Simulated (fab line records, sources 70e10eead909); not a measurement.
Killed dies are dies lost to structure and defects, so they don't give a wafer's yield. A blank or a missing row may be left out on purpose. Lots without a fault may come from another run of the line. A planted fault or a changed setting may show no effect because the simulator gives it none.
fab line records | flow nand_harc
record lots=24 wafers=72 last_day=33
route steps=1302 shown A_SLIT@942 A_CONTACT@1005
lots that met no fault: from a run of the same line without faults
start_h: hours from the record's first day to the start of the lot's first wafer shown | wait_h: hours since the lot's step before | " the same as in the row above | L1.1+2: a row that stands for several wafers | - no value, or no start given | * or withheld: withheld | < > ~ a bound
route shown NAME@n: a module of which the file shows steps, and the number in the route of the first | usual: mean/standard deviation of fault-free wafers | same: alike in all rows | chamber/n: place in a boat | sites: the reading at each site | _std_site: their standard deviation | _edge_site: outer sites' mean less inner sites' | radius_mm: how far each site lies from the wafer's centre | mask NAME#n: copy n | behind: the tool/chamber that last shaped the wafer | hold: why the lot was held/for how many hours/how that ended | device: the transistor (n, p or np) that didn't switch | end of line: the same wafers' tests at the end of the route | a step without rows: its recipe alone | killed: dies lost to structure and defects at the first sort, not the wafer's yield | map: a wafer's dies, x killed, . not, _ none there
set.NAME: the setting as run; set.NAME@STEP: as run at that earlier step | model.NAME: the simulator's own value behind a step, which no gauge read
steps of the route over a sample of lots; a table a step, a row a wafer
services: from which hour (start_h, from the record's first day; less than 0 if before it) a tool's chamber was out of use, for how many hours, and why
## steps
# step NHARC_A_SLIT_ETCH_29
# recipe target_depth_a=1000 overetch_a=100 time_s=55 ion_energy_ev=100 cf4_flow_sccm=80 o2_flow_sccm=20 ar_flow_sccm=0 rf_w=300 bias_w=100 chemistry=CF4/O2
# usual chamber_pressure_mTorr=29.998/0.028 drypump_motor_current_A=5.62/0.3 oes_product_au=1.000/0.011 rf_vpp_V=197.9/1.5 showerhead_plenum_p_Torr=1.34/0.055 throttle_valve_pct=13.397/0.0098
# columns lot.wafer tool chamber start_h wait_h chamber_pressure_mTorr drypump_motor_current_A oes_product_au rf_hours_counter_h rf_vpp_V showerhead_plenum_p_Torr throttle_valve_pct
L076.1 rie_diel-08 2 468.43 0.1 30.013 5.83 1.002 4.4 198.3 1.35 13.389
L076.6 " 2 " " 30.005 5.82 0.999 - 197.4 1.35 13.395
L076.5 " 3 " " 30.003 5.68 0.990 - 196.0 1.25 13.397
L074.2 rie_diel-11 3 472.24 0.1 29.992 5.43 1.000 3.8 198.5 1.36 13.396
L074.3 " 0 " " 30.022 5.75 0.982 3.2 200.0 1.40 13.391
L074.4 " 1 " " 30.035 4.96 1.016 2.8 199.7 1.31 13.399
L075.3 rie_diel-11 1 476.01 0.1 29.993 4.95 1.014 2.9 197.2 1.31 13.405
L075.2 " 3 " " 30.026 5.44 0.998 3.8 198.4 1.36 13.386
L075.5 " 1 " " 29.985 4.96 1.019 - 198.3 1.30 13.401
L078.2 rie_diel-08 3 513.29 0.1 29.972 5.73 0.994 6.9 196.2 1.25 13.410
L078.4 " 2 " " 30.003 5.80 0.992 5.2 197.8 1.35 13.381
L078.5 " 0 " " 29.999 5.68 0.983 - 198.6 1.38 13.415
L079.4 rie_diel-06 0 516.64 0.1 30.072 5.39 0.995 1.2 197.4 1.34 13.406
L079.2 " 3 " " 29.976 6.16 0.986 2.6 197.3 1.30 13.390
L079.5 " 0 " " 30.025 5.36 1.001 - 197.3 1.34 13.391
L077.1 rie_diel-11 0 520.47 0.1 29.953 5.72 0.989 5.5 199.1 1.40 13.397
L077.5 " 2 " " 30.003 5.44 1.025 - 198.5 1.39 13.399
L077.6 " 3 " " 30.018 5.45 1.009 - 197.5 1.36 13.408
L080.3 rie_diel-06 1 521.30 0.1 30.008 5.80 0.992 2.7 199.7 1.43 13.395
L080.4 " 3 " " 30.001 6.17 0.992 2.7 197.8 1.30 13.407
L080.6 " 2 " " 29.988 5.74 0.993 - 195.5 1.26 13.402
L081.4 rie_diel-08 3 528.47 0.1 29.956 5.74 1.019 7.3 196.8 1.25 13.376
L081.6 " 3 " " 30.007 5.68 1.014 - 194.5 1.25 13.398
L081.5 " 0 " " 29.987 5.69 0.993 - 198.1 1.38 13.403
L082.1 rie_diel-11 0 546.36 0.1 29.971 5.74 0.987 6.9 200.2 1.40 13.399
L082.4 " 2 " " 29.985 5.44 1.014 7.1 198.6 1.39 13.394
L082.5 " 0 " " 29.991 5.72 0.983 - 199.9 1.40 13.390
L084.3 rie_diel-06 0 560.15 0.1 30.015 5.36 1.008 3.8 198.6 1.34 13.407
L084.4 " 1 " " 29.976 5.79 0.998 5.2 200.5 1.43 13.391
L084.2 " 2 " " 29.983 5.72 0.990 5.4 194.4 1.25 13.385
L083.2 rie_diel-08 2 561.78 0.1 30.004 5.80 0.985 1.0 197.6 1.35 13.395
L083.1 " 3 " " 30.032 5.66 1.004 0.1 196.3 1.25 13.396
L083.6 " 2 " " 30.008 5.82 0.993 - 197.3 1.35 13.397
L086.2 rie_diel-06 3 569.57 0.1 29.975 6.17 0.996 5.9 196.8 1.30 13.401
L086.1 " 0 " " 30.036 5.39 0.987 4.8 198.2 1.34 13.385
L086.5 " 1 " " 30.026 5.80 1.001 - 199.4 1.43 13.401
L085.4 rie_diel-11 0 571.06 0.1 30.011 5.69 0.992 8.6 199.3 1.40 13.417
L085.1 " 1 " " 29.983 4.96 1.007 9.6 196.6 1.30 13.400
L085.5 " 0 " " 30.023 5.73 0.985 - 199.1 1.40 13.380
L087.1 rie_diel-11 3 586.55 0.1 30.006 5.44 0.987 9.5 197.3 1.36 13.416
L087.2 " 0 " " 29.951 5.71 0.995 9.9 199.7 1.40 13.408
L087.3 " 1 " " 29.995 4.96 1.012 11.1 196.5 1.30 13.413
L090.1 rie_diel-08 0 600.64 0.1 29.965 5.66 1.003 1.5 198.1 1.38 13.412
L090.3 " 1 " " 29.969 5.96 1.013 1.6 197.2 1.31 13.385
L090.4 " 3 " " 30.000 5.70 1.020 0.6 196.2 1.25 13.398
L088.1 rie_diel-06 3 604.49 0.1 29.944 6.18 0.992 7.5 198.9 1.30 13.404
L088.3 " 0 " " 29.992 5.38 0.983 6.3 197.0 1.34 13.386
L088.4 " 2 " " 29.985 5.74 1.003 7.0 196.4 1.26 13.392
L089.3 rie_diel-06 2 611.92 0.1 29.972 5.74 0.994 7.2 196.5 1.25 13.398
L089.2 " 3 " " 30.008 6.16 0.982 7.8 197.3 1.30 13.394
L089.1 " 1 " " 29.997 5.81 0.984 7.1 199.2 1.43 13.395
L092.1 rie_diel-08 1 647.87 0.1 30.022 5.92 1.018 3.4 195.6 1.30 13.387
L092.2 " 2 " " 30.015 5.80 0.979 4.3 199.1 1.35 13.403
L092.4 " 3 " " 29.991 5.65 1.003 - 197.6 1.25 13.386
L091.3 rie_diel-11 0 647.98 0.1 29.981 5.67 1.009 1.8 199.9 1.40 13.382
L091.1 " 1 " " 30.022 4.97 1.009 1.4 197.1 1.30 13.386
L091.5 " 2 " " 29.939 5.45 0.994 - 200.2 1.39 13.380
L093.1 rie_diel-11 0 651.65 0.1 30.017 5.71 0.995 1.9 199.2 1.40 13.393
L093.3 " 2 " " 30.030 5.44 1.002 1.8 198.4 1.39 13.393
L093.5 " 2 " " 29.982 5.43 0.994 - 199.6 1.39 13.401
L095.3 rie_diel-08 3 665.86 0.1 29.941 5.63 1.006 4.2 195.2 1.25 13.393
L095.1 " 0 " " 30.031 5.69 1.010 4.9 198.1 1.38 13.388
L095.4 " 1 " " 30.014 5.96 1.020 - 197.8 1.30 13.388
L094.1 rie_diel-11 0 666.90 0.1 30.031 5.69 0.995 2.7 199.1 1.40 13.407
L094.4 " 1 " " 30.060 4.96 1.017 - 198.0 1.30 13.395
L094.5 " 0 " " 30.014 5.73 1.002 - 199.0 1.40 13.406
L096.3 rie_diel-08 1 677.29 0.1 30.027 5.96 1.016 5.2 197.5 1.30 13.414
L096.1 " 3 " " 29.977 5.64 1.007 5.4 196.5 1.25 13.390
L096.2 " 0 " " 29.961 5.69 1.006 6.1 198.6 1.38 13.392
L097.1 rie_diel-06 2 678.22 0.1 30.004 5.74 0.993 0.6 195.5 1.25 13.410
L097.6 " 0 " " 30.002 5.35 1.022 - 198.3 1.34 13.399
L097.5 " 1 " " 29.961 5.77 0.992 - 199.7 1.43 13.403
# step NHARC_A_CONTACT_ETCH_111
# recipe source_w=withheld pressure_mtorr=20 bias_v=withheld time_s=140 target_depth_a=7000 ar_flow_sccm=withheld c4f8_flow_sccm=withheld o2_flow_sccm=withheld chemistry=C4F8/O2/Ar
# usual chamber_pressure_mTorr=19.998/0.018
# columns lot.wafer tool chamber start_h wait_h chamber_pressure_mTorr rf_hours_counter_h
L074.2 har_cap_etch-03 0 505.06 - 19.989 39
L074.3 " 0 " " 19.993 -
L074.4 " 1 " " 19.982 -
L076.1 har_cap_etch-02 0 506.17 - 19.994 85
L076.5 " 1 " " 19.990 -
L076.6 " 0 " " 19.979 -
L075.2 har_cap_etch-01 1 515.25 - 20.024 0
L075.3 " 1 " " 19.989 -
L075.5 " 1 " " 19.994 -
L078.2 har_cap_etch-01 0 547.89 - 20.011 5
L078.4 " 0 " " 20.007 -
L078.5 " 0 " " 20.000 -
L079.2 har_cap_etch-02 0 552.04 - 20.024 92
L079.4 " 0 " " 19.971 -
L079.5 " 0 " " 20.018 -
L077.1 har_cap_etch-03 1 552.17 - 19.980 48
L077.5 " 0 " " 20.009 -
L077.6 " 1 " " 20.012 -
L080.4 har_cap_etch-01 1 552.38 - 19.984 -
L080.3 " 0 " " 19.992 -
L080.6 " 0 " " 19.972 -
L081.4 har_cap_etch-03 0 569.83 - 19.996 -
L081.6 " 1 " " 20.026 -
L081.5 " 0 " " 20.020 -
L082.1 har_cap_etch-01 1 580.57 - 19.990 14
L082.4 " 1 " " 19.994 -
L082.5 " 0 " " 19.986 -
L084.2 har_cap_etch-01 0 592.91 - 20.006 17
L084.4 " 1 " " 20.031 -
L084.3 " 0 " " 19.983 -
L083.1 har_cap_etch-03 1 596.24 - 19.973 57
L083.2 " 0 " " 20.014 57
L083.6 " 1 " " 20.006 -
L085.1 har_cap_etch-01 1 604.82 - 20.011 19
L085.4 " 0 " " 19.955 -
L085.5 " 1 " " 20.000 -
L086.1 har_cap_etch-03 1 604.91 - 19.997 59
L086.2 " 0 " " 19.985 59
L086.5 " 0 " " 19.999 -
L087.2 har_cap_etch-03 1 622.84 - 19.996 63
L087.1 " 0 " " 19.976 63
L087.3 " 0 " " 19.991 -
L090.1 har_cap_etch-02 0 634.13 - 19.987 109
L090.4 " 0 " " 19.984 -
L090.3 " 1 " " 19.989 -
L088.1 har_cap_etch-01 1 640.76 - 19.987 27
L088.4 " 1 " " 19.998 -
L088.3 " 0 " " 20.004 -
L089.1 har_cap_etch-01 0 649.64 - 20.018 29
L089.2 " 1 " " 19.991 29
L089.3 " 1 " " 20.013 -
L092.2 har_cap_etch-01 1 681.56 - 19.994 33
L092.1 " 0 " " 19.974 33
L092.4 " 0 " " 19.986 -
L091.1 har_cap_etch-02 1 687.75 - 19.975 116
L091.3 " 0 " " 20.002 -
L091.5 " 1 " " 19.975 -
L093.1 har_cap_etch-03 1 689.71 - 19.999 72
L093.3 " 0 " " 20.014 -
L093.5 " 1 " " 19.998 -
L094.1 har_cap_etch-03 0 699.16 - 19.985 74
L094.4 " 1 " " 20.003 -
L094.5 " 1 " " 20.021 -
L095.1 har_cap_etch-01 1 699.78 - 19.973 37
L095.3 " 1 " " 20.000 -
L095.4 " 0 " " 19.989 -
L097.1 har_cap_etch-01 1 713.08 - 20.017 41
L097.5 " 1 " " 19.996 -
L097.6 " 0 " " 20.013 -
L096.2 har_cap_etch-03 0 715.52 - 20.007 80
L096.1 " 1 " " 19.990 80
L096.3 " 0 " " 19.991 -
# step NHARC_A_CONTACT_ETCH_117
# recipe source_w=withheld pressure_mtorr=20 bias_v=3000 time_s=190 target_depth_a=18500 ar_flow_sccm=withheld c4f8_flow_sccm=withheld o2_flow_sccm=withheld chemistry=C4F8/O2/Ar
# usual chamber_pressure_mTorr=19.999/0.017
# columns lot.wafer tool chamber start_h wait_h chamber_pressure_mTorr rf_hours_counter_h
L074.2 har_cap_etch-03 0 506.47 0.2 19.994 40
L074.3 " 0 " " 20.005 -
L074.4 " 1 " " 20.003 -
L076.1 har_cap_etch-02 0 507.21 0.1 19.993 86
L076.5 " 1 " " 19.991 -
L076.6 " 0 " " 19.995 -
L075.2 har_cap_etch-01 1 516.30 0.1 19.999 1
L075.3 " 1 " " 20.008 -
L075.5 " 1 " " 20.007 -
L078.2 har_cap_etch-01 0 548.95 0.1 20.001 6
L078.4 " 0 " " 19.980 -
L078.5 " 0 " " 20.010 -
L079.2 har_cap_etch-02 0 553.09 0.1 19.976 93
L079.4 " 0 " " 19.955 -
L079.5 " 0 " " 20.008 -
L077.1 har_cap_etch-03 1 553.22 0.1 20.023 49
L077.5 " 0 " " 19.980 -
L077.6 " 1 " " 20.013 -
L080.4 har_cap_etch-01 1 553.42 0.1 19.979 -
L080.3 " 0 " " 19.999 -
L080.6 " 0 " " 20.000 -
L081.4 har_cap_etch-03 0 571.14 0.1 19.979 -
L081.6 " 1 " " 20.007 -
L081.5 " 0 " " 19.991 -
L082.1 har_cap_etch-01 1 581.61 0.1 19.990 14
L082.4 " 1 " " 20.034 -
L082.5 " 0 " " 20.027 -
L084.2 har_cap_etch-01 0 593.95 0.1 19.996 18
L084.4 " 1 " " 20.007 -
L084.3 " 0 " " 20.001 -
L083.1 har_cap_etch-03 1 597.65 0.2 19.989 58
L083.2 " 0 " " 20.030 58
L083.6 " 1 " " 19.959 -
L085.1 har_cap_etch-01 1 605.88 0.1 20.030 20
L085.4 " 0 " " 19.979 -
L085.5 " 1 " " 20.018 -
L086.1 har_cap_etch-03 1 606.32 0.2 19.995 60
L086.2 " 0 " " 20.002 60
L086.5 " 0 " " 20.024 -
L087.2 har_cap_etch-03 1 624.25 0.2 19.999 64
L087.1 " 0 " " 20.006 64
L087.3 " 0 " " 19.996 -
L090.1 har_cap_etch-02 0 635.19 0.1 20.020 110
L090.4 " 0 " " 19.984 -
L090.3 " 1 " " 20.007 -
L088.1 har_cap_etch-01 1 642.16 0.2 20.008 28
L088.4 " 1 " " 20.005 -
L088.3 " 0 " " 19.993 -
L089.1 har_cap_etch-01 0 650.69 0.1 20.015 30
L089.2 " 1 " " 20.003 30
L089.3 " 1 " " 19.981 -
L092.2 har_cap_etch-01 1 682.61 0.1 19.968 34
L092.1 " 0 " " 19.987 34
L092.4 " 0 " " 19.979 -
L091.1 har_cap_etch-02 1 689.15 0.2 20.013 117
L091.3 " 0 " " 19.990 -
L091.5 " 1 " " 19.999 -
L093.1 har_cap_etch-03 1 690.76 0.1 20.019 73
L093.3 " 0 " " 19.970 -
L093.5 " 1 " " 20.011 -
L094.1 har_cap_etch-03 0 700.22 0.1 20.005 75
L094.4 " 1 " " 20.017 -
L094.5 " 1 " " 19.989 -
L095.1 har_cap_etch-01 1 700.84 0.1 19.984 38
L095.3 " 1 " " 20.009 -
L095.4 " 0 " " 20.025 -
L097.1 har_cap_etch-01 1 714.14 0.1 19.971 42
L097.5 " 1 " " 19.991 -
L097.6 " 0 " " 20.006 -
L096.2 har_cap_etch-03 0 716.57 0.1 20.015 81
L096.1 " 1 " " 20.001 81
L096.3 " 0 " " 19.977 -
# step NHARC_A_CONTACT_ETCH_78
# recipe target_depth_a=53000 over_etch_frac=0.3 time_s=1378 ion_energy_ev=150 o2_flow_sccm=400 cos_flow_sccm=20 ar_flow_sccm=0 rf_w=500 bias_w=300 chemistry=O2/COS
# usual chamber_pressure_mTorr=19.999/0.017 drypump_motor_current_A=5.5/0.43 oes_product_au=1.001/0.011 rf_vpp_V=314.0/2.3 showerhead_plenum_p_Torr=3.11/0.15 throttle_valve_pct=28.332/0.009
# columns lot.wafer tool chamber start_h wait_h chamber_pressure_mTorr drypump_motor_current_A oes_product_au rf_hours_counter_h rf_vpp_V showerhead_plenum_p_Torr throttle_valve_pct
L074.4 rie_diel-09 2 - - 20.009 5.5 1.020 3 314.9 3.16 28.327
L074.3 " 3 " " 19.995 6.6 1.019 3 316.3 3.22 28.328
L074.2 " 0 " " 20.004 5.3 0.995 3 314.0 3.11 28.323
L076.1 rie_diel-03 0 - - 19.976 5.8 1.000 10 311.9 2.92 28.329
L076.5 " 0 " " 19.968 5.8 0.988 - 311.7 2.92 28.323
L076.6 " 1 " " 20.001 5.0 0.991 - 314.7 3.15 28.326
L075.2 rie_diel-09 1 - - 20.003 5.6 0.984 4 316.7 3.24 28.331
L075.3 " 2 " " 20.017 5.5 1.015 4 315.5 3.16 28.332
L075.5 " 3 " " 19.999 6.6 1.020 - 316.0 3.22 28.336
L078.4 rie_diel-09 0 - - 19.988 5.4 0.990 15 312.1 3.10 28.323
L078.2 " 3 " " 20.001 6.7 1.027 17 317.2 3.21 28.342
L078.5 " 0 " " 19.974 5.3 0.990 - 312.5 3.10 28.324
L079.4 rie_diel-03 1 - - 20.004 5.0 0.986 15 315.0 3.14 28.334
L079.2 " 2 " " 19.977 5.4 1.002 14 310.4 2.89 28.335
L079.5 " 3 " " 20.013 5.4 1.015 - 316.3 3.29 28.324
L077.1 rie_diel-09 1 - - 19.998 5.5 0.989 18 315.2 3.23 28.330
L077.6 " 1 " " 20.011 5.6 0.987 - 315.1 3.23 28.326
L077.5 " 2 " " 20.009 5.5 1.000 - 314.4 3.15 28.345
L080.4 rie_diel-03 1 - - 19.997 5.0 1.002 16 315.4 3.14 28.336
L080.3 " 0 " " 19.985 5.7 0.991 17 311.8 2.92 28.316
L080.6 " 1 " " 19.985 5.0 0.998 - 314.3 3.14 28.337
L081.4 rie_diel-03 2 - - 20.008 5.4 0.999 19 310.7 2.89 28.328
L081.5 " 0 " " 19.996 5.7 0.989 - 312.6 2.92 28.321
L081.6 " 1 " " 20.011 5.0 0.983 - 313.9 3.14 28.335
L082.4 rie_diel-02 2 - - 19.996 4.8 0.996 2 314.3 3.03 28.326
L082.1 " 1 " " 20.001 6.0 1.001 2 313.0 2.93 28.326
L082.5 " 2 " " 19.994 4.8 0.992 - 312.0 3.03 28.337
L084.2 rie_diel-03 1 - - 19.967 5.0 0.989 23 314.7 3.14 28.336
L084.4 " 2 " " 20.015 5.4 0.994 24 312.4 2.89 28.325
L084.3 " 0 " " 19.996 5.8 0.984 24 311.5 2.92 28.322
L083.1 rie_diel-03 0 - - 20.006 5.8 0.992 25 311.8 2.92 28.341
L083.2 " 1 " " 19.990 5.0 0.982 24 313.2 3.14 28.335
L083.6 " 0 " " 19.994 5.7 0.989 - 310.2 2.92 28.324
L085.1 rie_diel-03 0 - - 20.017 5.8 0.986 27 310.4 2.92 28.343
L085.4 " 1 " " 20.011 5.0 0.976 27 314.2 3.14 28.345
L085.5 " 3 " " 19.994 5.5 1.004 - 316.3 3.28 28.346
L086.1 rie_diel-02 1 - - 19.959 6.1 1.003 9 312.4 2.93 28.312
L086.2 " 3 " " 20.044 6.0 1.003 9 311.9 2.95 28.340
L086.5 " 1 " " 20.008 6.0 1.005 - 311.5 2.93 28.328
L087.2 rie_diel-03 3 - - 20.004 5.5 1.017 30 316.2 3.28 28.343
L087.3 " 0 " " 20.027 5.7 0.994 32 312.0 2.91 28.348
L087.1 " 2 " " 20.002 5.4 1.005 28 311.3 2.89 28.330
L090.4 rie_diel-02 1 - - 20.005 6.0 1.000 21 311.0 2.92 28.338
L090.3 " 2 " " 20.011 4.8 0.985 19 312.8 3.02 28.326
L090.1 " 3 " " 20.001 6.0 1.007 21 311.5 2.94 28.349
L088.1 rie_diel-03 0 - - 19.984 5.7 0.999 1 310.1 2.91 28.323
L088.4 " 1 " " 19.975 5.0 1.001 2 314.3 3.13 28.344
L088.3 " 2 " " 20.022 5.4 1.008 2 318.0 3.37 28.335
L089.2 rie_diel-03 3 - - 19.969 5.4 1.001 3 316.1 3.28 28.337
L089.1 " 0 " " 19.991 5.7 0.989 3 312.0 2.91 28.337
L089.3 " 2 " " 19.990 5.4 0.995 4 318.9 3.37 28.326
L092.4 rie_diel-03 3 - - 20.028 5.4 1.016 8 316.2 3.27 28.325
L092.1 " 0 " " 19.995 5.7 1.012 7 311.0 2.91 28.332
L092.2 " 1 " " 19.978 5.0 0.999 7 314.0 3.13 28.324
L091.3 rie_diel-09 1 - - 19.983 5.6 1.004 5 316.3 3.21 28.335
L091.1 " 2 " " 20.012 5.5 1.010 5 314.4 3.13 28.322
L091.5 " 0 " " 19.969 5.3 1.004 - 315.3 3.08 28.330
L093.3 rie_diel-09 3 - - 20.018 6.6 0.995 8 315.7 3.19 28.338
L093.1 " 1 " " 19.978 5.6 0.997 7 315.8 3.21 28.325
L093.5 " 3 " " 20.018 6.6 1.004 - 315.1 3.19 28.331
L094.4 rie_diel-03 0 - - 20.022 5.8 1.005 10 311.1 2.91 28.333
L094.1 " 3 " " 20.017 5.4 1.010 12 316.7 3.27 28.336
L094.5 " 0 " " 19.984 5.7 0.999 - 313.1 2.91 28.320
L095.1 rie_diel-09 3 - - 19.992 6.6 1.001 9 315.3 3.19 28.326
L095.3 " 1 " " 20.000 5.6 0.999 8 316.6 3.21 28.336
L095.4 " 2 " " 20.022 5.5 1.012 8 314.8 3.13 28.323
L097.1 rie_diel-02 2 - - 20.009 4.8 0.989 49 313.7 3.01 28.340
L097.6 " 1 " " 20.014 6.0 1.007 - 309.4 2.91 28.333
L097.5 " 2 " " 19.972 4.7 0.994 - 312.7 3.01 28.319
L096.2 rie_diel-03 2 - - 19.982 5.4 0.999 16 317.3 3.36 28.326
L096.1 " 3 " " 20.011 5.4 1.015 16 316.3 3.27 28.345
L096.3 " 0 " " 20.019 5.7 0.996 15 311.3 2.91 28.317
# step NHARC_A_CONTACT_ETCH_129
# recipe source_w=withheld pressure_mtorr=20 bias_v=3000 time_s=197 target_depth_a=19180 ar_flow_sccm=withheld c4f8_flow_sccm=withheld o2_flow_sccm=withheld chemistry=C4F8/O2/Ar
# usual chamber_pressure_mTorr=20.001/0.019
# columns lot.wafer tool chamber start_h wait_h chamber_pressure_mTorr rf_hours_counter_h
L074.2 har_cap_etch-02 1 518.56 0.1 20.002 88
L074.3 " 1 " " 20.019 -
L074.4 " 0 " " 19.976 -
L076.1 har_cap_etch-03 1 519.70 0.1 19.982 44
L076.6 " 1 " " 19.998 -
L076.5 " 0 " " 19.987 -
L075.2 har_cap_etch-02 1 526.06 0.1 20.010 90
L075.3 " 0 " " 19.997 -
L075.5 " 0 " " 20.018 -
L078.2 har_cap_etch-02 1 562.59 0.2 20.001 95
L078.4 " 1 " " 20.030 -
L078.5 " 1 " " 20.003 -
L079.2 har_cap_etch-01 0 570.68 0.1 19.973 11
L079.4 " 1 " " 19.994 -
L079.5 " 0 " " 20.028 -
L077.1 har_cap_etch-02 1 572.47 0.1 19.986 97
L077.5 " 0 " " 20.007 -
L077.6 " 1 " " 19.992 -
L080.4 har_cap_etch-01 1 573.60 0.1 20.046 -
L080.3 " 0 " " 20.011 -
L080.6 " 0 " " 20.004 -
L081.4 har_cap_etch-03 0 582.84 0.2 20.005 -
L081.6 " 0 " " 20.025 -
L081.5 " 1 " " 19.996 -
L082.1 har_cap_etch-02 0 591.43 0.1 19.992 101
L082.4 " 1 " " 19.985 -
L082.5 " 1 " " 19.996 -
L084.2 har_cap_etch-02 0 606.70 0.2 19.984 104
L084.3 " 0 " " 19.976 -
L084.4 " 1 " " 20.015 -
L083.1 har_cap_etch-01 1 609.77 0.2 19.974 23
L083.2 " 0 " " 20.020 23
L083.6 " 0 " " 20.010 -
L085.1 har_cap_etch-03 0 617.04 0.2 19.996 62
L085.4 " 1 " " 20.001 -
L085.5 " 1 " " 19.978 -
L086.1 har_cap_etch-01 0 617.75 0.2 20.021 24
L086.2 " 1 " " 20.006 24
L086.5 " 1 " " 19.977 -
L087.1 har_cap_etch-03 0 636.09 0.1 20.005 66
L087.2 " 1 " " 20.005 66
L087.3 " 0 " " 20.014 -
L090.1 har_cap_etch-03 0 648.24 0.2 19.988 68
L090.3 " 0 " " 19.998 -
L090.4 " 1 " " 20.007 -
L088.1 har_cap_etch-02 0 653.05 0.1 19.978 114
L088.3 " 1 " " 20.033 -
L088.4 " 0 " " 20.010 -
L089.2 har_cap_etch-01 0 660.34 0.1 20.044 32
L089.1 " 1 " " 19.981 32
L089.3 " 0 " " 20.035 -
L092.2 har_cap_etch-01 1 693.21 0.1 20.024 36
L092.1 " 0 " " 19.975 36
L092.4 " 0 " " 20.000 -
L091.1 har_cap_etch-02 0 699.72 0.1 19.977 119
L091.3 " 1 " " 19.999 -
L091.5 " 1 " " 19.990 -
L093.1 har_cap_etch-03 0 703.03 0.1 19.983 77
L093.3 " 1 " " 20.003 -
L093.5 " 0 " " 20.003 -
L094.1 har_cap_etch-02 0 712.08 0.1 19.986 122
L094.4 " 1 " " 20.023 -
L094.5 " 1 " " 19.999 -
L095.1 har_cap_etch-03 1 712.23 0.1 20.030 79
L095.4 " 1 " " 19.974 -
L095.3 " 0 " " 20.001 -
L097.1 har_cap_etch-03 1 724.33 0.1 19.958 83
L097.5 " 1 " " 20.030 -
L097.6 " 0 " " 19.979 -
L096.1 har_cap_etch-01 1 726.54 0.1 19.992 45
L096.2 " 0 " " 19.990 45
L096.3 " 1 " " 20.030 -
# step NHARC_A_CONTACT_CD_MEAS_80
# usual cd_nm=289.9/0.76
# columns lot.wafer tool chamber start_h wait_h cd_nm
L074.2 cd_sem-01 - 520.27 - 289.5
L074.3 " - " " 289.3
L074.4 " - " " 290.1
L076.1 cd_sem-02 - 521.40 - 290.9
L076.5 " - " " 290.3
L076.6 " - " " 290.1
L075.2 cd_sem-03 - 527.77 - 289.5
L075.3 " - " " 289.3
L075.5 " - " " 290.4
L078.2 cd_sem-03 - 564.30 - 289.7
L078.4 " - " " 290.4
L078.5 " - " " 289.9
L079.2 cd_sem-02 - 572.37 - 290.8
L079.4 " - " " 289.3
L079.5 " - " " 289.2
L077.1 cd_sem-02 - 574.27 - 289.7
L077.5 " - " " 289.7
L077.6 " - " " 289.8
L080.3 cd_sem-02 - 575.26 - 288.9
L080.4 " - " " 290.1
L080.6 " - " " 288.5
L081.4 cd_sem-02 - 584.84 - 289.4
L081.5 " - " " 291.0
L081.6 " - " " 290.0
L082.1 cd_sem-03 - 593.18 - 290.6
L082.4 " - " " 290.6
L082.5 " - " " 290.7
L084.2 cd_sem-03 - 608.80 - 291.9
L084.3 " - " " 290.2
L084.4 " - " " 290.3
L083.1 cd_sem-02 - 611.85 - 289.7
L083.2 " - " " 289.8
L083.6 " - " " 290.1
L085.1 cd_sem-03 - 619.14 - 290.7
L085.4 " - " " 291.1
L085.5 " - " " 290.1
L086.1 cd_sem-02 - 619.84 - 290.0
L086.2 " - " " 290.6
L086.5 " - " " 289.9
L087.1 cd_sem-03 - 637.83 - 289.1
L087.2 " - " " 289.6
L087.3 " - " " 288.7
L090.1 cd_sem-03 - 650.33 - 289.5
L090.3 " - " " 289.0
L090.4 " - " " 290.3
L088.1 cd_sem-03 - 654.98 - 290.6
L088.3 " - " " 290.0
L088.4 " - " " 290.7
L089.1 cd_sem-03 - 662.05 - 288.9
L089.2 " - " " 289.1
L089.3 " - " " 289.8
L092.1 cd_sem-01 - 694.91 - 287.6
L092.2 " - " " 288.4
L092.4 " - " " 288.2
L091.1 cd_sem-01 - 701.47 - 291.2
L091.3 " - " " 290.2
L091.5 " - " " 290.7
L093.1 cd_sem-03 - 704.71 - 289.5
L093.3 " - " " 289.3
L093.5 " - " " 289.3
L094.1 cd_sem-02 - 713.76 - 290.0
L094.4 " - " " 290.5
L094.5 " - " " 290.1
L095.1 cd_sem-01 - 713.94 - 290.5
L095.3 " - " " 290.4
L095.4 " - " " 289.8
L097.1 cd_sem-02 - 726.05 - 290.2
L097.5 " - " " 290.6
L097.6 " - " " 291.1
L096.1 cd_sem-03 - 728.28 - 290.0
L096.2 " - " " 290.3
L096.3 " - " " 289.8
## services
# columns tool chamber start_h hours kind
rie_diel-06 - 450.84 0.8 repair
rie_diel-03 2 455.68 12.0 repair
rie_diel-03 - 458.33 9.0 pm
rie_diel-06 - 484.20 9.0 pm
rie_diel-09 - 497.19 9.0 pm
har_cap_etch-01 - 497.62 17.0 pm
rie_diel-03 3 504.63 9.6 repair
har_cap_etch-02 - 514.05 0.4 repair
rie_diel-08 3 517.11 3.8 repair
rie_diel-11 2 528.84 11.9 repair
rie_diel-08 0 539.60 12.1 repair
rie_diel-08 3 543.47 12.1 repair
rie_diel-08 - 544.80 9.0 pm
rie_diel-03 2 606.07 3.8 repair
rie_diel-11 - 609.58 9.0 pm
rie_diel-03 - 635.33 9.0 pm
rie_diel-08 0 646.73 6.9 repair
rie_diel-11 3 651.18 4.8 repair
rie_diel-08 2 661.13 18.0 repair
rie_diel-11 2 663.36 12.4 repair
rie_diel-08 0 683.28 12.3 repair
rie_diel-08 2 720.46 2.9 repair
rie_diel-08 - 721.80 9.0 pm
rie_diel-03 1 722.97 7.2 repair
## key
fault none
